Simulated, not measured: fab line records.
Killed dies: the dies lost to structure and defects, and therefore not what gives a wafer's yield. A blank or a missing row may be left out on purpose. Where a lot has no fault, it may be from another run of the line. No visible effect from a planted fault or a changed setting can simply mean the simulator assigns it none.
Comparing a struck lot with a sound one + flow n5-finfet + 14 out of 1938 route steps
Sound: the wafers L163.4, L163.5, L163.6. The struck wafers were L170.2, L170.3, L170.5. Last of all comes the cause.
Each step with rows lists, per side, the tool, then ch with its chambers, then its first start. Under that, the readings that differ: sound wafers + struck wafers + difference of the means + sigmas: that difference in standard deviations of wafers without a fault.
alike: same words and numbers on both sides, and readings whose means sit less than 2 such deviations apart. not compared: any withheld reading, any reading some wafer has no value for, any bound like >300 that may hide the same value, and any number with overlapping values for which the record gives no deviation.
Wherever a step has rows on one side only, a row that says differs or no value, or a row with sigmas, the two part there. Numbers that don't overlap but have no deviation are shown without sigmas and don't part them. Lack of a reading on every wafer of one side parts them only where that side has two or more wafers.

first, 1 step without rows for these wafers: N5_BEOL_M14_HARDBAKE_14 (time 120 s).
N5_BEOL_M14_CD_MEAS_10 targets a cd of 250 nm.
  sound on cd-sem-03 ch 0, day 11 22:40; struck on cd-sem-03 ch 0, day 13 17:20
  alike: cd-nm
N5_BEOL_M14_OVL_MEAS_11:
  sound on overlay-02 ch 0, day 11 22:41; struck on overlay-01 ch 0, day 13 17:22
  alike: V13_OVL
N5_BEOL_M14_INSPECT_12: inspects for defects (macro).
  sound on defect-inspect-01, day 11 22:43; struck on defect-inspect-02, day 13 17:23
  alike: raw-defect-count
N5_BEOL_M14_DESCUM_15: chemistry O2, time 7.9 s.
  sound on rie-diel-03 ch 0,1,2, day 11 22:45; struck on rie-diel-01 ch 1,3, day 13 17:25
  alike: drypump-motor-current-A, oes-product-au, rf-fwd-power-W, rf-vpp-V, showerhead-plenum-p-Torr, throttle-valve-pct
  not compared: rf-hours-counter-h
N5_BEOL_M14_ETCH_59: etches BARC in N2/H2, target depth 89 nm, overetch 26.7 nm, time 67.9 s.
  sound on rie-diel-03 ch 0,1,2, day 11 22:47; struck on rie-diel-01 ch 1,3, day 13 17:27
  alike: drypump-motor-current-A, oes-product-au, rf-fwd-power-W, rf-vpp-V, showerhead-plenum-p-Torr, throttle-valve-pct
  not compared: rf-hours-counter-h
N5_BEOL_M14_VIA_ETCH_16: etches SiO2 in C4F8/O2/Ar, target depth 1231.3 nm.
  sound on rie-diel-03 ch 0,1,2, day 11 22:50; struck on rie-diel-01 ch 1,3, day 13 17:30
| reading            | sound          | struck         | difference | sigmas |
|--------------------|----------------|----------------|------------|--------|
| rf-fwd-power-W (W) | 1903 1903 1905 | 1888 1892 1892 | -13        | -2     |
  alike: drypump-motor-current-A, oes_ar_750_au, oes_o_777_au, oes-product-au, rf-vpp-V, showerhead-plenum-p-Torr, throttle-valve-pct
N5_BEOL_M14_STRIP_63: strips in O2.
  sound on rie-diel-03 ch 0,1,2; struck on rie-diel-01 ch 1,3
  alike: drypump-motor-current-A, oes-product-au, rf-vpp-V, showerhead-plenum-p-Torr, throttle-valve-pct
  not compared: rf-hours-counter-h
N5_BEOL_M14_STRIP_64: strips in O2.
  sound on rie-diel-03 ch 0,1,2; struck on rie-diel-01 ch 1,3
  alike: drypump-motor-current-A, oes-product-au, rf-vpp-V, showerhead-plenum-p-Torr, throttle-valve-pct
  not compared: rf-hours-counter-h
then, 2 steps without rows for these wafers: N5_BEOL_M14_STRIP_71 (strips in post etch residue remover, time 60 s); N5_BEOL_M14_SRD_72 (time 30 s, dry time 30 s).
N5_BEOL_M14_CD_MEAS_17 targets a cd of 250 nm.
  sound on cd-sem-01, day 11 23:11; struck on cd-sem-02, day 13 17:51
  alike: cd-nm
N5_BEOL_M14_COAT_65: time 60 s, resist thk 450 nm.
  sound on litho-track-02 ch 0, day 11 23:13; struck on litho-track-02 ch 0, day 13 17:53
| reading                                   | sound                | struck               | difference | sigmas |
|-------------------------------------------|----------------------|----------------------|------------|--------|
| spin-speed-rpm (rpm)                      | 1501.5 1499.4 1500.7 | 1418.8 1419.9 1418.6 | -81.4      | -98    |
| model.SOC_of_BEOL_M14_COAT_65.thk-nm (nm) | 451.6 450.4 450.4    | 460.6 461.2 462.2    | +10.5      |        |
then, 1 step without rows for these wafers: N5_BEOL_M14_COAT_66 (time 60 s, resist thk 110 nm).

== WHERE THEY PART ==
Last at N5_BEOL_M14_COAT_65 as far as this record goes, first at N5_BEOL_M14_VIA_ETCH_16.

WHY: whatever the simulator had introduced
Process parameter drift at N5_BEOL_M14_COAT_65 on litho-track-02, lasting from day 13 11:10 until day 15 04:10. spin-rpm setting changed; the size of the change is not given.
